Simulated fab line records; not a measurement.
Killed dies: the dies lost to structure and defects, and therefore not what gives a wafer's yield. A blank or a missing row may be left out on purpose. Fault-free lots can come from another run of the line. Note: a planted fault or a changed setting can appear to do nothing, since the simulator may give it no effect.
fab line records	flow n5_finfet
record: lots: 6	wafers: 18	last_day: 19
route steps=1938 shown SD_EPI_P@295 BEOL_M4@1111
lots that met no fault: from a run of the same line without faults
start_h: hours from the record's first day to the start of the lot's first wafer shown	wait_h: how many hours have passed since the lot's step before this one	" identical to the entry in the row above	L1.1+2: a row that stands for several wafers	- no value, or no start was given	* or withheld: withheld	< > ~ a bound
route shown NAME@n: a module of which the file shows steps, and the number in the route of the first	usual: average and standard deviation across the fault-free wafers	same: alike in all rows	chamber/n: place in a boat	sites: each site's reading	_std_site: the values' standard deviation	_edge_site: mean of outer sites minus mean of inner sites	radius_mm: how far each site lies from the wafer's centre	mask NAME#n: copy n	behind: the last tool/chamber to shape the wafer	hold: the reason the lot was held/the length of the hold in hours/how it ended	device: which transistor (n, p or np) failed to switch	end of line: the route-end tests of the same wafers	where a step has no rows: the recipe by itself	killed: dies lost to structure and defects at the first sort, not the wafer's yield	map: a wafer's dies, x killed, . not, _ none there
set.NAME: setting as actually run; set.NAME@STEP: the setting as run at that earlier step	model.NAME: the simulator's own value behind a step, which no gauge read
a table for each step, a row for each wafer; lots at some steps of the route
services: from which hour (start_h, from the record's first day; less than 0 if before it) a tool's chamber was out of use, for how many hours, and why
== steps ==
step: N5_SD_EPI_P_COAT_34
recipe: resist: SOC	temp_c: 250	time_s: 60	spin_rpm: 1500	resist_thk_nm: 350
step: N5_SD_EPI_P_COAT_35
recipe: resist: SiARC	temp_c: 220	time_s: 60	spin_rpm: 1500	resist_thk_nm: 35
step: N5_SD_EPI_P_COAT_03
recipe: resist: CAR-ArF-block	spin_rpm: 1500	resist_thk_nm: 150
step: N5_SD_EPI_P_EBR_05
recipe: solvent: PGMEA	ebr_width_mm: 1.5
step: N5_SD_EPI_P_SOFTBAKE_04
recipe: temp_c: 110	time_s: 60	resist: CAR-ArF-block
step: N5_SD_EPI_P_EXPOSE_06
recipe: mask_id: SD_P_BLK	na: 1.35	source_shape: conventional	sigma_outer: 0.8	polarization: unpolarized	target_cd_nm: 240	dose_mj: 39.5
step: N5_SD_EPI_P_PEB_07
recipe: peb_temp_c: 110	peb_time_s: 60	resist: CAR-ArF-block
step: N5_SD_EPI_P_DEVELOP_08
recipe: develop_time_s: 30	developer: TMAH	resist: CAR-ArF-block	dev_temp_c: 23	rinse_liquid: diw	dry: air_spin
step: N5_SD_EPI_P_CD_MEAS_09
recipe: target_cd_nm: 240	landing_energy_ev: 500	detector: se_inlens
usual: cd_nm: 239.9/0.8
lot.wafer	tool	chamber	start_h	wait_h	cd_nm
L245.1	cd_sem-01	0	67.64	-	240.2
L245.2	"	0	"	"	239.7
L245.5	"	0	"	"	239.5
L249.1	cd_sem-03	0	89.14	-	241.1
L249.3	"	0	"	"	240.6
L249.4	"	0	"	"	242.1
L250.2	cd_sem-01	0	96.33	-	239.0
L250.4	"	0	"	"	238.9
L250.5	"	0	"	"	239.3
L261.1	cd_sem-03	0	161.75	-	239.6
L261.2	"	0	"	"	240.5
L261.3	"	0	"	"	240.2
L263.4	cd_sem-02	0	173.52	-	239.4
L263.5	"	0	"	"	238.6
L263.6	"	0	"	"	240.2
L265.2	cd_sem-03	0	184.62	-	240.0
L265.3	"	0	"	"	239.6
L265.4	"	0	"	"	239.8
step: N5_SD_EPI_P_OVL_MEAS_10
recipe: points_per_wafer: 44
usual: SD_P_BLK_OVL: 0.4/0.67
lot.wafer	tool	chamber	start_h	wait_h	SD_P_BLK_OVL[nm]
L245.1	overlay-02	0	67.67	0.0	-0.7
L245.2	"	0	"	"	-0.1
L245.5	"	0	"	"	0.3
L249.1	overlay-02	0	89.17	0.0	0.7
L249.3	"	0	"	"	0.8
L249.4	"	0	"	"	0.4
L250.2	overlay-02	0	96.36	0.0	0.0
L250.4	"	0	"	"	0.1
L250.5	"	0	"	"	-1.8
L261.1	overlay-01	0	161.80	0.0	-0.1
L261.2	"	0	"	"	-0.6
L261.3	"	0	"	"	-1.5
L263.4	overlay-02	0	173.55	0.0	0.8
L263.5	"	0	"	"	1.2
L263.6	"	0	"	"	-0.1
L265.2	overlay-02	0	184.65	0.0	-0.9
L265.3	"	0	"	"	0.9
L265.4	"	0	"	"	-0.2
step: N5_SD_EPI_P_INSPECT_11
recipe: mode: adi	inspect_instrument: macro
usual: raw_defect_count: 2.0/1.4
lot.wafer	tool	chamber	start_h	wait_h	raw_defect_count
L245.1	defect_inspect-01	-	67.69	0.0	2
L245.2	"	-	"	"	2
L245.5	"	-	"	"	1
L249.1	defect_inspect-01	-	89.19	0.0	5
L249.3	"	-	"	"	1
L249.4	"	-	"	"	1
L250.2	defect_inspect-02	-	96.38	0.0	1
L250.4	"	-	"	"	2
L250.5	"	-	"	"	1
L261.1	defect_inspect-02	-	161.83	0.0	2
L261.2	"	-	"	"	4
L261.3	"	-	"	"	1
L263.4	defect_inspect-02	-	173.58	0.0	3
L263.5	"	-	"	"	2
L263.6	"	-	"	"	3
L265.2	defect_inspect-02	-	184.67	0.0	2
L265.3	"	-	"	"	4
L265.4	"	-	"	"	0
step: N5_SD_EPI_P_DESCUM_14
recipe: chemistry: O2	time_s: 7.9	source_power_w: 50	bias_power_w: 20	pressure_mtorr: 20	rf_frequency_hz: 2.712e+07	temp_c: 40	resist: CAR-ArF-block	o2_flow_sccm: 225
usual: drypump_motor_current_A: 5.6/0.46	oes_product_au: 0.77/0.076	rf_vpp_V: 243.5/1.2	showerhead_plenum_p_Torr: 2.10/0.058	throttle_valve_pct: 20.41/0.21
lot.wafer	tool	chamber	start_h	wait_h	drypump_motor_current_A	oes_product_au	rf_hours_counter_h	rf_vpp_V	showerhead_plenum_p_Torr	throttle_valve_pct
L245.1	rie_diel-05	3	67.73	0.0	5.1	0.69	210	243.0	2.07	20.63
L245.2	"	2	"	"	6.2	0.90	27	244.2	2.14	20.12
L245.5	"	0	"	"	5.2	0.89	-	241.9	2.04	20.04
L249.1	rie_diel-05	0	89.66	0.5	5.2	0.87	58	242.4	2.04	20.04
L249.3	"	3	"	"	5.1	0.69	216	242.9	2.07	20.65
L249.4	"	1	"	"	5.6	0.73	187	244.6	2.16	20.25
L250.2	rie_diel-05	3	97.41	1.0	5.1	0.69	219	240.9	2.07	20.63
L250.4	"	0	"	"	5.2	0.88	60	242.6	2.04	20.03
L250.5	"	2	"	"	6.2	0.87	-	245.2	2.14	20.12
L261.1	rie_diel-06	3	161.86	0.0	5.7	0.73	177	244.3	2.18	20.63
L261.2	"	0	"	"	5.2	0.81	105	243.3	2.02	20.61
L261.3	"	2	"	"	5.6	0.75	170	243.8	2.17	20.40
L263.4	rie_diel-02	1	173.63	0.0	5.6	0.86	-	241.3	2.03	20.37
L263.5	"	0	"	"	5.1	0.70	-	246.0	2.16	20.74
L263.6	"	2	"	"	6.1	0.76	-	242.7	2.10	20.43
L265.2	rie_diel-02	2	184.96	0.3	6.1	0.75	160	244.2	2.10	20.46
L265.3	"	0	"	"	5.1	0.69	198	243.6	2.16	20.75
L265.4	"	1	"	"	5.6	0.85	49	242.7	2.03	20.40
step: N5_SD_EPI_P_ETCH_36
recipe: chemistry: CF4	target: SiARC	target_depth_a: 455	mask_material: CAR-ArF-block	time_s: 75.8	ion_energy_ev: 80	pressure_mtorr: 40	source_w: 545	bias_w: 36	Ar_flow_sccm: 100	cf4_flow_sccm: 100	ends: cleared
usual: drypump_motor_current_A: 5.6/0.45	etch_rf_on_time_s: 75.6/2	oes_product_au: 0.66/0.063	rf_vpp_V: 184.2/1.1	showerhead_plenum_p_Torr: 2.15/0.054	throttle_valve_pct: 15.61/0.25
lot.wafer	tool	chamber	start_h	wait_h	drypump_motor_current_A	etch_rf_on_time_s	oes_product_au	rf_hours_counter_h	rf_vpp_V	showerhead_plenum_p_Torr	throttle_valve_pct
L245.1	rie_diel-05	3	67.76	0.0	5.1	78.1	0.60	210	183.4	2.14	15.95
L245.2	"	2	"	"	6.2	74.9	0.77	27	184.6	2.17	15.13
L245.5	"	0	"	"	5.3	74.8	0.75	-	183.5	2.10	15.25
L249.1	rie_diel-05	0	89.70	0.0	5.2	73.8	0.75	58	183.4	2.10	15.26
L249.3	"	3	"	"	5.1	136.4	0.51	216	184.3	2.14	15.96
L249.4	"	1	"	"	5.6	128.3	0.54	187	185.9	2.21	15.56
L250.2	rie_diel-05	3	97.44	0.0	5.1	78.4	0.60	219	182.6	2.14	15.96
L250.4	"	0	"	"	5.2	132.4	0.63	60	182.3	2.10	15.24
L250.5	"	2	"	"	6.2	74.3	0.76	-	183.5	2.17	15.15
L261.1	rie_diel-06	3	161.89	0.0	5.6	79.0	0.62	177	185.4	2.22	15.76
L261.2	"	0	"	"	5.2	76.0	0.68	105	184.3	2.08	15.80
L261.3	"	2	"	"	5.6	75.5	0.64	170	184.5	2.23	15.63
L263.4	rie_diel-02	1	173.67	0.0	5.6	77.0	0.72	-	183.6	2.09	15.66
L263.5	"	0	"	"	5.1	76.8	0.60	-	185.0	2.23	16.00
L263.6	"	2	"	"	6.0	72.9	0.67	-	184.0	2.13	15.57
L265.2	rie_diel-02	2	184.99	0.0	6.0	73.6	0.65	160	184.2	2.13	15.57
L265.3	"	0	"	"	5.1	77.7	0.59	198	185.4	2.23	16.02
L265.4	"	1	"	"	5.6	76.9	0.72	49	181.9	2.09	15.68
step: N5_SD_EPI_P_ETCH_37
recipe: chemistry: N2/H2	target: SOC	overetch_a: 1080	mask_material: SiARC	temp_c: 40	ion_energy_ev: 100	source_w: 3000	bias_w: 133	pressure_mtorr: 20	time_s: 486	n2_flow_sccm: 200	h2_flow_sccm: 200	ends: end_point
usual: drypump_motor_current_A: 5.6/0.45	n2_flow_sccm: 199.9/0.59	oes_product_au: 0.69/0.062	rf_vpp_V: 240.9/1.3	showerhead_plenum_p_Torr: 2.55/0.071	throttle_valve_pct: 23.8/0.36
lot.wafer	tool	chamber	start_h	wait_h	drypump_motor_current_A	n2_flow_sccm	oes_product_au	rf_hours_counter_h	rf_vpp_V	showerhead_plenum_p_Torr	throttle_valve_pct
L245.1	rie_diel-05	3	67.82	0.0	5.1	199.8	0.64	210	240.4	2.50	24.1
L245.2	"	2	"	"	6.2	199.3	0.79	28	241.6	2.61	23.6
L245.5	"	0	"	"	5.2	199.2	0.78	-	238.9	2.46	23.0
L249.1	rie_diel-05	0	89.76	0.0	5.2	200.0	0.77	58	238.8	2.45	23.0
L249.3	"	3	"	"	5.1	200.5	0.64	217	241.9	2.50	24.1
L249.4	"	1	"	"	5.6	201.2	0.66	187	240.8	2.63	23.6
L250.2	rie_diel-05	3	97.50	0.0	5.1	200.0	0.64	219	239.9	2.49	24.1
L250.4	"	0	"	"	5.2	200.4	0.78	60	240.1	2.45	23.0
L250.5	"	2	"	"	6.2	199.4	0.78	-	241.8	2.61	23.6
L261.1	rie_diel-06	3	161.95	0.0	5.6	199.7	0.65	178	242.9	2.63	23.9
L261.2	"	0	"	"	5.2	200.0	0.72	105	239.2	2.46	24.1
L261.3	"	2	"	"	5.6	199.8	0.67	171	241.2	2.64	24.1
L263.4	rie_diel-02	1	173.86	0.2	5.7	200.7	0.76	-	240.8	2.49	23.7
L263.5	"	0	"	"	5.1	200.4	0.63	-	242.0	2.61	24.1
L263.6	"	2	"	"	6.0	199.9	0.68	-	239.2	2.54	23.6
L265.2	rie_diel-02	2	185.05	0.0	6.1	200.5	0.68	160	240.6	2.54	23.6
L265.3	"	0	"	"	5.1	199.7	0.63	198	241.8	2.61	24.2
L265.4	"	1	"	"	5.6	200.1	0.75	49	240.9	2.49	23.7
step: N5_BEOL_M4_RC_MEAS_101
usual: DIBL_N: 36.5/1.9	DIBL_P: 36.4/2.2	IOFF_N: 0.17/0.034	IOFF_P: 0.21/0.036	ION_N: 678/12	ION_P: 462/7.1	SS_N: 71.7/0.61	SS_P: 73.4/0.71	VT_N: 249/3.5	VT_P: -251/3
lot.wafer	tool	chamber	start_h	wait_h	DIBL_N[mV/V]	DIBL_P[mV/V]	IOFF_N[nA/um]	IOFF_P[nA/um]	ION_N[uA/um]	ION_P[uA/um]	SS_N[mV/dec]	SS_P[mV/dec]	VT_N[mV]	VT_P[mV]
L245.1	prober-02	0	204.20	0.0	40.9	40.2	0.25	0.27	689	463	71.9	74.5	244	-248
L245.2	"	0	"	"	36.2	34.5	0.14	0.18	667	456	71.7	72.2	250	-254
L245.5	"	0	"	"	37.3	37.4	0.17	0.21	678	456	71.7	73.2	248	-253
L249.1	prober-01	0	213.55	0.0	36.6	34.7	0.15	0.18	666	451	71.1	72.6	249	-256
L249.3	"	0	"	"	37.3	36.4	0.16	0.19	679	453	71.2	74.4	251	-253
L249.4	"	0	"	"	36.8	35.5	0.15	0.19	662	450	71.4	73.6	252	-253
L250.2	prober-02	0	238.22	0.2	36.5	36.4	0.17	0.23	671	466	71.7	73.5	248	-246
L250.4	"	0	"	"	36.0	35.3	0.16	0.21	675	459	71.6	73.5	248	-253
L250.5	"	0	"	"	36.5	35.6	0.17	0.22	676	467	71.7	73.3	247	-247
L261.1	prober-01	0	307.10	0.0	33.9	34.5	0.13	0.16	677	457	71.3	73.2	256	-256
L261.2	"	0	"	"	35.0	36.1	0.15	0.18	666	455	71.2	74.0	251	-254
L261.3	"	0	"	"	30.1	30.3	0.09	0.12	664	455	70.3	71.6	258	-260
L263.4	prober-01	0	319.05	0.5	39.7	40.1	0.23	0.30	694	468	72.2	74.4	246	-245
L263.5	"	0	"	"	36.0	35.4	0.16	0.21	690	459	71.7	73.3	250	-249
L263.6	"	0	"	"	39.2	39.5	0.22	0.29	694	471	73.3	74.6	245	-248
L265.2	prober-01	0	334.01	0.2	38.2	38.9	0.22	0.23	683	458	72.1	74.4	244	-248
L265.3	"	0	"	"	37.7	37.7	0.19	0.20	680	456	71.4	73.8	246	-250
L265.4	"	0	"	"	32.8	32.9	0.12	0.15	671	462	70.5	71.9	251	-255
== services ==
tool	chamber	start_h	hours	kind
rie_diel-05	3	51.80	1.8	repair
rie_diel-06	-	95.50	1.1	repair
rie_diel-02	0	110.40	10.7	repair
rie_diel-02	-	134.86	0.7	repair
rie_diel-02	3	147.66	-	clean
rie_diel-02	3	147.66	-	consumable_replace:focus_ring
rie_diel-02	3	147.66	33.6	scheduled_down
rie_diel-02	3	147.66	33.6	vent_cycle
== key ==
first_sign: step: N5_SD_EPI_P_ETCH_36	reading: etch_rf_on_time_s	direction: up	sigmas: 28	usual: *	struck: *
effect none on later readings
met_at N5_SD_EPI_P_ETCH_36
struck_wafers L249.3,L249.4,L250.4
onset_between 67.76 89.70
fault: kind: process_parameter_drift	tool: rie_diel-05	chamber: -	onset_h: 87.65	steps: N5_SD_EPI_P_ETCH_36	channel: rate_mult	offset: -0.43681	shape: step	end_h: 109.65	scope: struck_wafers_only
